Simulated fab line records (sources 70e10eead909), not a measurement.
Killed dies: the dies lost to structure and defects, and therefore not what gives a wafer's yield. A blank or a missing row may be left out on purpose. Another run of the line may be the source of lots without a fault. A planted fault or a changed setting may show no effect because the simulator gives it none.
The tool behind it: which one? + flow nand_harc + Sampling: 13 lots, 35 wafers, 6 of 1159 route steps

WHAT THE GAUGES READ, wafer by wafer
NHARC_END_SORT_01. Usual: killed_at_array 28, standard deviation 11; killed_at_other 0.7, standard deviation 1.1; killed_at_periphery 2.9, standard deviation 2; killed_dies 32, standard deviation 11; killed_open 3.2, standard deviation 1.8; killed_short 2.0, standard deviation 1.4.
| lot  | measured     | on        | killed_at_array | killed_at_other | killed_at_periphery | killed_dies | killed_open | killed_short | flag |
|------|--------------|-----------|-----------------|-----------------|---------------------|-------------|-------------|--------------|------|
| L338 | day 21 22:13 | prober-02 | 97              | 4               | 4                   | 105         | 3           | 1            | OFF  |
| L343 | day 23 06:36 | prober-01 | 108             | 1               | 2                   | 111         | 2           | 6            | OFF  |

TOOL THAT RAN EACH LOT (tool first, then ch and the chambers of the sampled wafers, then the start)
| lot  | NHARC_A_STAIRCASE_ETCH_17          | NHARC_A_STAIRCASE_ETCHBACK_416                | NHARC_A_STAIRCASE_DEP_417       | NHARC_A_SGD_CUT_DESCUM_14          | NHARC_A_SGD_CUT_CMP_21        |
|------|------------------------------------|-----------------------------------------------|---------------------------------|------------------------------------|-------------------------------|
| L330 | rie_diel-05 ch 0,1,2, day 10 22:59 | rie_diel-05 ch 1,2,3, day 12 02:12 or earlier | pecvd-03 ch 0,1,2, day 12 02:12 | rie_diel-03 ch 0,1, day 13 22:47   | cmp-01 ch 1,2,3, day 14 05:10 |
| L332 | rie_diel-04 ch 1,2,3, day 11 06:03 | rie_diel-06 ch 0,1,3, day 12 06:43 or earlier | pecvd-03 ch 0,1, day 12 06:43   | rie_diel-12 ch 0,1,3, day 13 22:59 | cmp-01 ch 0,1,2, day 14 05:20 |
| L331 | rie_diel-05 ch 0,1,2, day 11 07:25 | rie_diel-04 ch 0,1, day 12 08:07 or earlier   | pecvd-04 ch 0,1,2, day 12 08:07 | rie_diel-07 ch 1,2, day 13 22:58   | cmp-03 ch 1,2,3, day 14 05:13 |
| L335 | rie_diel-05 ch 1,2,3, day 11 12:28 | rie_diel-05 ch 1,3, day 12 17:58 or earlier   | pecvd-04 ch 0,1,2, day 12 17:58 | rie_diel-07 ch 2,3, day 14 13:06   | cmp-02 ch 0,1, day 14 19:19   |
| L338 | rie_diel-04 ch 3, day 13 00:08     | rie_diel-04 ch 3, day 14 05:34 or earlier     | pecvd-02 ch 2, day 14 05:34     | rie_diel-12 ch 1, day 16 03:07     | cmp-02 ch 0, day 16 06:04     |
| L343 | rie_diel-04 ch 3, day 14 01:26     | rie_diel-04 ch 2, day 15 04:08 or earlier     | pecvd-04 ch 2, day 15 04:08     | rie_diel-03 ch 0, day 17 17:19     | cmp-03 ch 3, day 17 20:35     |
| L341 | rie_diel-06 ch 0,1,2, day 14 08:12 | rie_diel-06 ch 1,2,3, day 15 11:44 or earlier | pecvd-02 ch 0,1,2, day 15 11:44 | rie_diel-07 ch 0,2,3, day 17 08:23 | cmp-01 ch 1,2,3, day 17 14:05 |
| L345 | rie_diel-06 ch 0,1, day 14 14:35   | rie_diel-05 ch 0,1,3, day 15 16:56 or earlier | pecvd-03 ch 1,2, day 15 16:56   | rie_diel-07 ch 0,1,2, day 17 08:47 | cmp-02 ch 1,2, day 17 14:07   |
| L347 | rie_diel-06 ch 1,2,3, day 14 20:54 | rie_diel-04 ch 0,1,3, day 15 21:33 or earlier | pecvd-03 ch 0,2, day 15 21:33   | rie_diel-03 ch 0,2,3, day 17 20:58 | cmp-01 ch 2,3, day 18 02:20   |
| L346 | rie_diel-06 ch 1,3, day 14 21:06   | rie_diel-05 ch 0,2,3, day 16 00:08 or earlier | pecvd-04 ch 0,1, day 16 00:08   | rie_diel-12 ch 0,1, day 17 20:40   | cmp-03 ch 1,3, day 18 02:20   |
| L349 | rie_diel-06 ch 0,2,3, day 15 11:05 | rie_diel-06 ch 1,2,3, day 16 13:41 or earlier | pecvd-04 ch 0,1,2, day 16 13:41 | rie_diel-12 ch 0,2, day 18 12:32   | cmp-03 ch 0,3, day 18 18:13   |
| L351 | rie_diel-06 ch 1,2,3, day 16 14:59 | rie_diel-06 ch 1,3, day 17 17:59              | pecvd-02 ch 0,1,2, day 17 18:10 | rie_diel-12 ch 1,2,3, day 20 00:53 | cmp-03 ch 2,3, day 20 06:33   |
| L352 | rie_diel-04 ch 0,2, day 16 20:39   | rie_diel-05 ch 2,3, day 18 00:46 or earlier   | pecvd-02 ch 0,1,2, day 18 00:46 | rie_diel-03 ch 0,2,3, day 20 01:23 | cmp-02 ch 1,3, day 20 06:42   |
- NHARC_A_STAIRCASE_ETCH_17: etches the open film in C4F8/O2, target depth 100 nm, time 40.5 s.
- NHARC_A_STAIRCASE_ETCHBACK_416: etches the open film in C4F8/O2/Ar, target depth 36 nm, time 7.2 s.
- NHARC_A_STAIRCASE_DEP_417: deposits Si3N4, target thk 60 nm.
- NHARC_A_SGD_CUT_DESCUM_14: chemistry O2, time 3 s.
- NHARC_A_SGD_CUT_CMP_21: polishes, target thk 148.19 nm.

WHAT THE TOOLS THEMSELVES READ (means of the sampled wafers that have a number; where no wafer has one, the mark that the record gives instead)
NHARC_A_STAIRCASE_ETCH_17. Usual: oes_product_au 0.938 a.u., standard deviation 0.0099; rf_vpp_V 895 V, standard deviation 6.1.
| lot  | tool        | oes_product_au (a.u.) | rf_vpp_V (V) | flag |
|------|-------------|-----------------------|--------------|------|
| L330 | rie_diel-05 | 0.940                 | 892          |      |
| L332 | rie_diel-04 | 0.943                 | 900          |      |
| L331 | rie_diel-05 | 0.926                 | 892          |      |
| L335 | rie_diel-05 | 0.942                 | 897          |      |
| L338 | rie_diel-04 | 0.923                 | 900          |      |
| L343 | rie_diel-04 | 0.927                 | 899          |      |
| L341 | rie_diel-06 | 0.937                 | 888          |      |
| L345 | rie_diel-06 | 0.942                 | 888          |      |
| L347 | rie_diel-06 | 0.933                 | 893          |      |
| L346 | rie_diel-06 | 0.946                 | 892          |      |
| L349 | rie_diel-06 | 0.929                 | 891          |      |
| L351 | rie_diel-06 | 0.945                 | 892          |      |
| L352 | rie_diel-04 | 0.938                 | 903          |      |

NHARC_A_STAIRCASE_ETCHBACK_416. Usual: oes_product_au 0.938 a.u., standard deviation 0.029; rf_vpp_V 722 V, standard deviation 5.
| lot  | tool        | oes_product_au (a.u.) | rf_vpp_V (V) | flag |
|------|-------------|-----------------------|--------------|------|
| L330 | rie_diel-05 | 0.996                 | 724          |      |
| L332 | rie_diel-06 | 0.928                 | 721          |      |
| L331 | rie_diel-04 | 0.922                 | 724          |      |
| L335 | rie_diel-05 | 0.919                 | 723          |      |
| L338 | rie_diel-04 | 0.988                 | 727          |      |
| L343 | rie_diel-04 | 1.016                 | 731          |      |
| L341 | rie_diel-06 | 0.927                 | 720          |      |
| L345 | rie_diel-05 | 1.010                 | 722          |      |
| L347 | rie_diel-04 | 0.930                 | 725          |      |
| L346 | rie_diel-05 | 0.930                 | 723          |      |
| L349 | rie_diel-06 | 0.919                 | 721          |      |
| L351 | rie_diel-06 | 0.929                 | 720          |      |
| L352 | rie_diel-05 | 0.918                 | 725          |      |

NHARC_A_STAIRCASE_DEP_417. Usual: heater_power_w at 729 W, with a standard deviation of 110.
| lot  | tool     | heater_power_w (W) | flag |
|------|----------|--------------------|------|
| L330 | pecvd-03 | 696                |      |
| L332 | pecvd-03 | 763                |      |
| L331 | pecvd-04 | 652                |      |
| L335 | pecvd-04 | 701                |      |
| L338 | pecvd-02 | 884                |      |
| L343 | pecvd-04 | 623                |      |
| L341 | pecvd-02 | 757                |      |
| L345 | pecvd-03 | 724                |      |
| L347 | pecvd-03 | 714                |      |
| L346 | pecvd-04 | 717                |      |
| L349 | pecvd-04 | 690                |      |
| L351 | pecvd-02 | 789                |      |
| L352 | pecvd-02 | 839                |      |

NHARC_A_SGD_CUT_DESCUM_14. Usual: drypump_motor_current_A 5.8 A, standard deviation 0.5; oes_product_au 0.997 a.u., standard deviation 0.0095; rf_vpp_V 57.6 V, standard deviation 0.9; showerhead_plenum_p_Torr 1.87 Torr, standard deviation 0.082; throttle_valve_pct 11.311 %, standard deviation 0.0084.
| lot  | tool        | drypump_motor_current_A (A) | oes_product_au (a.u.) | rf_vpp_V (V) | showerhead_plenum_p_Torr (Torr) | throttle_valve_pct (%) | flag |
|------|-------------|-----------------------------|-----------------------|--------------|---------------------------------|------------------------|------|
| L330 | rie_diel-03 | 5.4                         | 0.979                 | 56.7         | 1.82                            | 11.311                 |      |
| L332 | rie_diel-12 | 5.3                         | 1.002                 | 57.6         | 1.82                            | 11.311                 |      |
| L331 | rie_diel-07 | 6.0                         | 0.999                 | 57.4         | 1.82                            | 11.315                 |      |
| L335 | rie_diel-07 | 6.6                         | 0.998                 | 57.8         | 1.84                            | 11.314                 |      |
| L338 | rie_diel-12 | 5.2                         | 1.013                 | 58.4         | 1.84                            | 11.313                 |      |
| L343 | rie_diel-03 | 5.5                         | 0.983                 | 57.9         | 1.78                            | 11.305                 |      |
| L341 | rie_diel-07 | 6.2                         | 0.997                 | 56.9         | 1.89                            | 11.316                 |      |
| L345 | rie_diel-07 | 5.9                         | 1.003                 | 57.4         | 1.88                            | 11.312                 |      |
| L347 | rie_diel-03 | 5.8                         | 0.992                 | 57.8         | 1.91                            | 11.306                 |      |
| L346 | rie_diel-12 | 5.3                         | 1.003                 | 57.4         | 1.82                            | 11.306                 |      |
| L349 | rie_diel-12 | 5.8                         | 1.000                 | 57.3         | 1.87                            | 11.308                 |      |
| L351 | rie_diel-12 | 5.4                         | 0.999                 | 57.4         | 1.90                            | 11.316                 |      |
| L352 | rie_diel-03 | 5.8                         | 1.004                 | 57.7         | 1.91                            | 11.301                 |      |

NHARC_A_SGD_CUT_CMP_21. Usual: motor_current_A 12.0 A, standard deviation 1; slurry_filter_dp_kPa 13.50 kPa, standard deviation 0.14; time_to_endpoint_s 50.6 s, standard deviation 2.6.
| lot  | tool   | motor_current_A (A) | slurry_filter_dp_kPa (kPa) | time_to_endpoint_s (s) | flag |
|------|--------|---------------------|----------------------------|------------------------|------|
| L330 | cmp-01 | 11.5                | 13.50                      | 54.4                   |      |
| L332 | cmp-01 | 11.5                | 13.59                      | 52.7                   |      |
| L331 | cmp-03 | 11.8                | 13.48                      | 50.6                   |      |
| L335 | cmp-02 | 13.1                | 13.37                      | 52.2                   |      |
| L338 | cmp-02 | 14.0                | 13.46                      | 52.8                   |      |
| L343 | cmp-03 | 13.5                | 13.35                      | 52.3                   |      |
| L341 | cmp-01 | 11.3                | 13.32                      | 48.4                   |      |
| L345 | cmp-02 | 12.3                | 13.60                      | 48.2                   |      |
| L347 | cmp-01 | 12.5                | 13.43                      | 47.8                   |      |
| L346 | cmp-03 | 12.6                | 13.34                      | 52.7                   |      |
| L349 | cmp-03 | 13.3                | 13.55                      | 52.2                   |      |
| L351 | cmp-03 | 13.1                | 13.52                      | 49.4                   |      |
| L352 | cmp-02 | 12.2                | 13.51                      | 49.7                   |      |

THE ANSWER, worked out from the rows above alone
Rule: take the mean of a lot's wafers that have a number; if it is more than 3 standard deviations from the usual mean, the lot is off. A lot without any number at a reading at which 4 lots or more have one is off too. All remaining lots with rows at the step are treated as sound. Order of review: gauges by route order, followed by the tools' own readings, for which a lot's mean as printed above is used. At the first step where some lot is off, the reading lying furthest off is the one used; lots without a number count as furthest.
Off at NHARC_END_SORT_01 (killed_at_array): L338, L343. Neither off nor sound, because the step has no rows for them: L330, L332, L331, L335, L341, L345, L347, L346, L349, L351, L352.
If a tool, at a process step before that reading, ran all the lots that are off and no sound lot after the first of them, it fits. Those tools and the gauges at NHARC_END_SORT_01 are tried in the same way. With no start given for some of its lots, NHARC_A_STAIRCASE_ETCHBACK_416 uses the hours and lot order of NHARC_A_STAIRCASE_DEP_417. One candidate fits, namely rie_diel-04 at NHARC_A_STAIRCASE_ETCH_17 and NHARC_A_STAIRCASE_ETCHBACK_416. It ran no sound lot before its first lot that is off in this sample, so the start can't be narrowed down.

WHAT THE SIMULATOR HAD INSERTED
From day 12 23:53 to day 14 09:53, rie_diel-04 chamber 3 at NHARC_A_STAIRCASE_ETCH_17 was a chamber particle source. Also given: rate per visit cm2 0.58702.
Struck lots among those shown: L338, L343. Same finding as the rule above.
